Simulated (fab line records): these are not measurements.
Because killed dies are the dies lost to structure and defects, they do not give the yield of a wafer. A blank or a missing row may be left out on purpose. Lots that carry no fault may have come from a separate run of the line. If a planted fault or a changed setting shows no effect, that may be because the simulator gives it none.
fab line records / flow nand-harc
record lots=6 wafers=18 last-day=24
route steps=1159 shown P_ZERO_WELL@35 END@1159
lots with no fault: from the same line, run without faults
start-h: hours from the record's opening day to when the first of the lot's shown wafers began / wait-h: time in hours since the lot's previous step / " identical to the entry in the row above / L1.1+2: a row that stands for several wafers / - value missing, or start not given / * or withheld: withheld / < > ~ a bound
route shown NAME@n: names a module that has steps shown in the file, with the first one's number in the route / usual: mean/standard deviation of fault-free wafers / same: alike in all rows / chamber/n: place in a boat / sites: the reading at each site / _std_site: how widely they spread, as a standard deviation / _edge_site: inner sites' mean taken away from outer sites' mean / radius-mm: how far each site lies from the wafer's centre / mask NAME#n: copy n / behind: the most recent tool/chamber to have shaped the wafer / hold: cause of the lot's hold/its duration in hours/its outcome / device: transistor that didn't switch, given as n, p or np / end of line: the same wafers' tests at the end of the route / where a step has no rows: the recipe by itself / killed: the dies lost at the first sort to structure and to defects; this is not the yield of the wafer / map: per-die view of a wafer (x killed, . not killed, _ where there is no die)
set.NAME: setting as actually run; set.NAME@STEP: the setting as run at that earlier step / model.NAME: the simulator's own value behind a step, which no gauge read
a table for each step, a row for each wafer; lots at some steps of the route
services: a tool's chamber out of use, with start hour (start-h, from the record's first day; less than 0 if before it), hours out, and reason
## steps
# step NHARC_P_ZERO_WELL_STRIP_28
# recipe time-s=840 temp-c=130 chemistry=SPM
# step NHARC_P_ZERO_WELL_DEHYDRATE_29
# recipe temp-c=150 time-s=120
# step NHARC_P_ZERO_WELL_HMDS_30
# recipe time-s=30
# step NHARC_P_ZERO_WELL_COAT_31
# recipe spin-rpm=withheld
# step NHARC_P_ZERO_WELL_SOFTBAKE_32
# recipe temp-c=122 time-s=95
# step NHARC_P_ZERO_WELL_EBR_33
# step NHARC_P_ZERO_WELL_EXPOSE_34
# recipe na=0.6 target-cd-nm=720 dose-mj=22.31 mask-id=P_PWELL
# step NHARC_P_ZERO_WELL_PEB_35
# recipe peb-temp-c=118 peb-time-s=85
# step NHARC_P_ZERO_WELL_DEVELOP_36
# recipe time-s=70
# step NHARC_P_ZERO_WELL_CD_MEAS_37
# recipe target-cd-nm=720 landing-energy-ev=500
# usual cd-nm=720.7/2
# same landing-energy-ev=500
lot.wafer=L242.1 tool=cd-sem-01 chamber=0 start-h=69.86 wait-h=- cd-nm=722.8
lot.wafer=L242.5 tool=cd-sem-01 chamber=0 start-h=69.86 wait-h=- cd-nm=722.1
lot.wafer=L242.6 tool=cd-sem-01 chamber=0 start-h=69.86 wait-h=- cd-nm=718.9
lot.wafer=L243.1 tool=cd-sem-02 chamber=0 start-h=76.09 wait-h=- cd-nm=721.0
lot.wafer=L243.3 tool=cd-sem-02 chamber=0 start-h=76.09 wait-h=- cd-nm=722.0
lot.wafer=L243.5 tool=cd-sem-02 chamber=0 start-h=76.09 wait-h=- cd-nm=719.6
lot.wafer=L244.1 tool=cd-sem-02 chamber=0 start-h=82.09 wait-h=- cd-nm=717.0
lot.wafer=L244.3 tool=cd-sem-02 chamber=0 start-h=82.09 wait-h=- cd-nm=720.0
lot.wafer=L244.5 tool=cd-sem-02 chamber=0 start-h=82.09 wait-h=- cd-nm=717.5
lot.wafer=L250.1 tool=cd-sem-02 chamber=0 start-h=118.73 wait-h=- cd-nm=718.6
lot.wafer=L250.4 tool=cd-sem-02 chamber=0 start-h=118.73 wait-h=- cd-nm=720.5
lot.wafer=L250.5 tool=cd-sem-02 chamber=0 start-h=118.73 wait-h=- cd-nm=721.4
lot.wafer=L252.3 tool=cd-sem-03 chamber=0 start-h=130.24 wait-h=- cd-nm=717.6
lot.wafer=L252.4 tool=cd-sem-03 chamber=0 start-h=130.24 wait-h=- cd-nm=718.8
lot.wafer=L252.6 tool=cd-sem-03 chamber=0 start-h=130.24 wait-h=- cd-nm=718.5
lot.wafer=L253.4 tool=cd-sem-02 chamber=0 start-h=136.07 wait-h=- cd-nm=724.5
lot.wafer=L253.5 tool=cd-sem-02 chamber=0 start-h=136.07 wait-h=- cd-nm=722.5
lot.wafer=L253.6 tool=cd-sem-02 chamber=0 start-h=136.07 wait-h=- cd-nm=724.1
# step NHARC_P_ZERO_WELL_HARDBAKE_38
# recipe temp-c=125 time-s=80
# step NHARC_P_ZERO_WELL_DESCUM_39
# recipe time-s=3 o2-flow-sccm=200 ar-flow-sccm=0 bias-power-w=0 chemistry=O2
# usual chamber-pressure-mTorr=59.99/0.055 drypump-motor-current-A=5.9/0.36 oes-product-au=1.003/0.011 rf-vpp-V=57.7/1 showerhead-plenum-p-Torr=1.89/0.085 throttle-valve-pct=11.312/0.01
lot.wafer=L242.1 tool=rie-diel-09 chamber=3 start-h=70.05 wait-h=- chamber-pressure-mTorr=59.97 drypump-motor-current-A=5.9 oes-product-au=1.007 rf-hours-counter-h=10 rf-vpp-V=57.9 showerhead-plenum-p-Torr=1.87 throttle-valve-pct=11.304
lot.wafer=L242.6 tool=rie-diel-09 chamber=1 start-h=70.05 wait-h=- chamber-pressure-mTorr=60.05 drypump-motor-current-A=6.4 oes-product-au=1.003 rf-hours-counter-h=- rf-vpp-V=58.6 showerhead-plenum-p-Torr=1.80 throttle-valve-pct=11.303
lot.wafer=L242.5 tool=rie-diel-09 chamber=2 start-h=70.05 wait-h=- chamber-pressure-mTorr=60.06 drypump-motor-current-A=5.7 oes-product-au=0.994 rf-hours-counter-h=- rf-vpp-V=58.2 showerhead-plenum-p-Torr=1.90 throttle-valve-pct=11.294
lot.wafer=L243.1 tool=rie-diel-09 chamber=1 start-h=76.25 wait-h=- chamber-pressure-mTorr=60.02 drypump-motor-current-A=6.4 oes-product-au=1.001 rf-hours-counter-h=10 rf-vpp-V=57.0 showerhead-plenum-p-Torr=1.80 throttle-valve-pct=11.311
lot.wafer=L243.3 tool=rie-diel-09 chamber=3 start-h=76.25 wait-h=- chamber-pressure-mTorr=60.05 drypump-motor-current-A=5.9 oes-product-au=0.997 rf-hours-counter-h=10 rf-vpp-V=58.7 showerhead-plenum-p-Torr=1.87 throttle-valve-pct=11.324
lot.wafer=L243.5 tool=rie-diel-09 chamber=1 start-h=76.25 wait-h=- chamber-pressure-mTorr=60.04 drypump-motor-current-A=6.5 oes-product-au=1.008 rf-hours-counter-h=- rf-vpp-V=57.6 showerhead-plenum-p-Torr=1.80 throttle-valve-pct=11.304
lot.wafer=L244.1 tool=rie-diel-07 chamber=0 start-h=82.26 wait-h=- chamber-pressure-mTorr=59.97 drypump-motor-current-A=5.7 oes-product-au=1.012 rf-hours-counter-h=1 rf-vpp-V=58.5 showerhead-plenum-p-Torr=1.80 throttle-valve-pct=11.315
lot.wafer=L244.3 tool=rie-diel-07 chamber=2 start-h=82.26 wait-h=- chamber-pressure-mTorr=59.97 drypump-motor-current-A=5.1 oes-product-au=1.012 rf-hours-counter-h=2 rf-vpp-V=56.5 showerhead-plenum-p-Torr=1.83 throttle-valve-pct=11.308
lot.wafer=L244.5 tool=rie-diel-07 chamber=0 start-h=82.26 wait-h=- chamber-pressure-mTorr=59.99 drypump-motor-current-A=5.7 oes-product-au=1.025 rf-hours-counter-h=- rf-vpp-V=59.0 showerhead-plenum-p-Torr=1.80 throttle-valve-pct=11.313
lot.wafer=L250.1 tool=rie-diel-07 chamber=0 start-h=118.92 wait-h=- chamber-pressure-mTorr=59.97 drypump-motor-current-A=5.7 oes-product-au=1.010 rf-hours-counter-h=4 rf-vpp-V=59.6 showerhead-plenum-p-Torr=1.80 throttle-valve-pct=11.306
lot.wafer=L250.4 tool=rie-diel-07 chamber=1 start-h=118.92 wait-h=- chamber-pressure-mTorr=59.97 drypump-motor-current-A=5.7 oes-product-au=1.004 rf-hours-counter-h=4 rf-vpp-V=57.1 showerhead-plenum-p-Torr=1.91 throttle-valve-pct=11.315
lot.wafer=L250.5 tool=rie-diel-07 chamber=3 start-h=118.92 wait-h=- chamber-pressure-mTorr=59.99 drypump-motor-current-A=5.7 oes-product-au=1.001 rf-hours-counter-h=- rf-vpp-V=57.8 showerhead-plenum-p-Torr=1.88 throttle-valve-pct=11.321
lot.wafer=L252.4 tool=rie-diel-10 chamber=3 start-h=130.40 wait-h=- chamber-pressure-mTorr=59.99 drypump-motor-current-A=6.2 oes-product-au=1.007 rf-hours-counter-h=12 rf-vpp-V=57.6 showerhead-plenum-p-Torr=1.79 throttle-valve-pct=11.307
lot.wafer=L252.3 tool=rie-diel-10 chamber=1 start-h=130.40 wait-h=- chamber-pressure-mTorr=59.84 drypump-motor-current-A=5.7 oes-product-au=1.005 rf-hours-counter-h=10 rf-vpp-V=57.8 showerhead-plenum-p-Torr=2.02 throttle-valve-pct=11.330
lot.wafer=L252.6 tool=rie-diel-10 chamber=0 start-h=130.40 wait-h=- chamber-pressure-mTorr=59.97 drypump-motor-current-A=6.2 oes-product-au=1.000 rf-hours-counter-h=- rf-vpp-V=58.7 showerhead-plenum-p-Torr=2.03 throttle-valve-pct=11.313
lot.wafer=L253.4 tool=rie-diel-10 chamber=1 start-h=136.26 wait-h=- chamber-pressure-mTorr=59.98 drypump-motor-current-A=5.7 oes-product-au=0.998 rf-hours-counter-h=10 rf-vpp-V=56.6 showerhead-plenum-p-Torr=2.02 throttle-valve-pct=11.322
lot.wafer=L253.6 tool=rie-diel-10 chamber=2 start-h=136.26 wait-h=- chamber-pressure-mTorr=59.95 drypump-motor-current-A=5.2 oes-product-au=1.012 rf-hours-counter-h=- rf-vpp-V=58.4 showerhead-plenum-p-Torr=2.00 throttle-valve-pct=11.327
lot.wafer=L253.5 tool=rie-diel-10 chamber=3 start-h=136.26 wait-h=- chamber-pressure-mTorr=60.01 drypump-motor-current-A=6.2 oes-product-au=1.000 rf-hours-counter-h=- rf-vpp-V=56.4 showerhead-plenum-p-Torr=1.79 throttle-valve-pct=11.315
# step NHARC_P_ZERO_WELL_IMPLANT_40
# recipe energy-kev=300 dose-cm2=1e+13 tilt-deg=7
# usual dose-ions-cm2=1.0002e+13/1.1e+10 faraday-current-uA=127.0/2.7
lot.wafer=L242.1 tool=implanter-01 chamber=0 start-h=70.17 wait-h=0.1 dose-ions-cm2=1.0002e+13 faraday-current-uA=129.5
lot.wafer=L242.5 tool=implanter-01 chamber=0 start-h=70.17 wait-h=0.1 dose-ions-cm2=1.0015e+13 faraday-current-uA=129.8
lot.wafer=L242.6 tool=implanter-01 chamber=0 start-h=70.17 wait-h=0.1 dose-ions-cm2=1.0011e+13 faraday-current-uA=122.4
lot.wafer=L243.1 tool=implanter-02 chamber=0 start-h=76.40 wait-h=0.1 dose-ions-cm2=9.99e+12 faraday-current-uA=128.7
lot.wafer=L243.3 tool=implanter-02 chamber=0 start-h=76.40 wait-h=0.1 dose-ions-cm2=9.987e+12 faraday-current-uA=126.5
lot.wafer=L243.5 tool=implanter-02 chamber=0 start-h=76.40 wait-h=0.1 dose-ions-cm2=9.999e+12 faraday-current-uA=125.6
lot.wafer=L244.1 tool=implanter-02 chamber=0 start-h=82.40 wait-h=0.1 dose-ions-cm2=1.6991e+13 faraday-current-uA=219.3
lot.wafer=L244.3 tool=implanter-02 chamber=0 start-h=82.40 wait-h=0.1 dose-ions-cm2=1.6996e+13 faraday-current-uA=215.9
lot.wafer=L244.5 tool=implanter-02 chamber=0 start-h=82.40 wait-h=0.1 dose-ions-cm2=1.7007e+13 faraday-current-uA=218.7
lot.wafer=L250.1 tool=implanter-02 chamber=0 start-h=119.04 wait-h=0.1 dose-ions-cm2=1.6972e+13 faraday-current-uA=215.5
lot.wafer=L250.4 tool=implanter-02 chamber=0 start-h=119.04 wait-h=0.1 dose-ions-cm2=1.6984e+13 faraday-current-uA=219.5
lot.wafer=L250.5 tool=implanter-02 chamber=0 start-h=119.04 wait-h=0.1 dose-ions-cm2=1.6963e+13 faraday-current-uA=212.5
lot.wafer=L252.3 tool=implanter-01 chamber=0 start-h=130.60 wait-h=0.2 dose-ions-cm2=1.0012e+13 faraday-current-uA=122.4
lot.wafer=L252.4 tool=implanter-01 chamber=0 start-h=130.60 wait-h=0.2 dose-ions-cm2=9.988e+12 faraday-current-uA=125.8
lot.wafer=L252.6 tool=implanter-01 chamber=0 start-h=130.60 wait-h=0.2 dose-ions-cm2=9.997e+12 faraday-current-uA=124.0
lot.wafer=L253.4 tool=implanter-01 chamber=0 start-h=136.46 wait-h=0.2 dose-ions-cm2=1.0014e+13 faraday-current-uA=124.8
lot.wafer=L253.5 tool=implanter-01 chamber=0 start-h=136.46 wait-h=0.2 dose-ions-cm2=9.995e+12 faraday-current-uA=131.6
lot.wafer=L253.6 tool=implanter-01 chamber=0 start-h=136.46 wait-h=0.2 dose-ions-cm2=1.0013e+13 faraday-current-uA=122.1
# step NHARC_P_ZERO_WELL_IMPLANT_59
# recipe energy-kev=120 dose-cm2=5e+12 tilt-deg=7
# step NHARC_END_SORT_01
# recipe temp-c=25
# usual killed-at-array=27/11 killed-at-other=0.6/1 killed-at-periphery=3.0/2.1 killed-dies=31/12 killed-open=3.2/1.7 killed-short=1.7/1.4
# same gross-dies=677
lot.wafer=L244.5 tool=prober-01 chamber=0 start-h=514.59 wait-h=3.7 killed-at-array=18 killed-at-other=1 killed-at-periphery=1 killed-dies=20 killed-open=3 killed-short=0
# killed by level:class
L244.5 A_CHANNEL_HOLE_D1:chamber-film-flake=12 A_CONTACT:chamber-film-flake=4 P_STI:geometric-particle:open=1 A_CONTACT:geometric-particle:open=1 STARTING-WAFER:geometric-particle:open=1 A_STAIRCASE:chamber-film-flake=1
## services
tool=rie-diel-07 chamber=- start-h=51.20 hours=9.0 kind=pm
tool=rie-diel-07 chamber=0 start-h=51.20 hours=9.0 kind=vent-cycle
tool=rie-diel-07 chamber=1 start-h=51.20 hours=9.0 kind=vent-cycle
tool=rie-diel-07 chamber=2 start-h=51.20 hours=9.0 kind=vent-cycle
tool=rie-diel-07 chamber=3 start-h=51.20 hours=9.0 kind=vent-cycle
tool=implanter-02 chamber=- start-h=54.61 hours=0.8 kind=repair
tool=rie-diel-09 chamber=0 start-h=56.13 hours=- kind=clean
tool=rie-diel-09 chamber=1 start-h=56.13 hours=- kind=clean
tool=rie-diel-09 chamber=2 start-h=56.13 hours=- kind=clean
tool=rie-diel-09 chamber=3 start-h=56.13 hours=- kind=clean
tool=rie-diel-10 chamber=0 start-h=57.77 hours=- kind=clean
tool=rie-diel-10 chamber=1 start-h=57.77 hours=- kind=clean
tool=rie-diel-10 chamber=2 start-h=57.77 hours=- kind=clean
tool=rie-diel-10 chamber=3 start-h=57.77 hours=- kind=clean
tool=rie-diel-07 chamber=0 start-h=60.20 hours=- kind=clean
tool=rie-diel-07 chamber=1 start-h=60.20 hours=- kind=clean
tool=rie-diel-07 chamber=2 start-h=60.20 hours=- kind=clean
tool=rie-diel-07 chamber=3 start-h=60.20 hours=- kind=clean
tool=rie-diel-09 chamber=- start-h=77.10 hours=9.0 kind=pm
tool=rie-diel-09 chamber=0 start-h=77.10 hours=9.0 kind=vent-cycle
tool=implanter-02 chamber=- start-h=85.13 hours=13.0 kind=pm
tool=rie-diel-10 chamber=0 start-h=98.53 hours=1.6 kind=repair
tool=implanter-02 chamber=- start-h=103.49 hours=9.0 kind=repair
tool=rie-diel-10 chamber=0 start-h=136.45 hours=6.5 kind=repair
## key
first-sign step=NHARC_P_ZERO_WELL_IMPLANT_40 reading=dose-ions-cm2 direction=up sigmas=99+ usual=1.0002e+13 struck=1.6985e+13
effect step=NHARC_P_ZERO_WELL_IMPLANT_40 reading=faraday-current-uA direction=up sigmas=34 usual=127.0 struck=216.9
met-at NHARC_P_ZERO_WELL_IMPLANT_40
struck-wafers L244.1,L244.3,L244.5,L250.1,L250.4,L250.5
tester-left-out L244,L250
onset-between 76.40 82.40
fault kind=process-parameter-drift tool=implanter-02 chamber=- onset-h=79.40 steps=NHARC_P_ZERO_WELL_IMPLANT_40 channel=dose-cm2 offset=6.9858e+12 shape=step end-h=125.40 acts-in=these-recipes-only stated=1e+13
# tester-left-out: of these lots the tester's yield and bins aren't shown, on N5 and GAA mostly nor the transistor test; their killed dies are dies lost to structure and defects alone, not to doping, threshold or leakage, so they don't give the yield
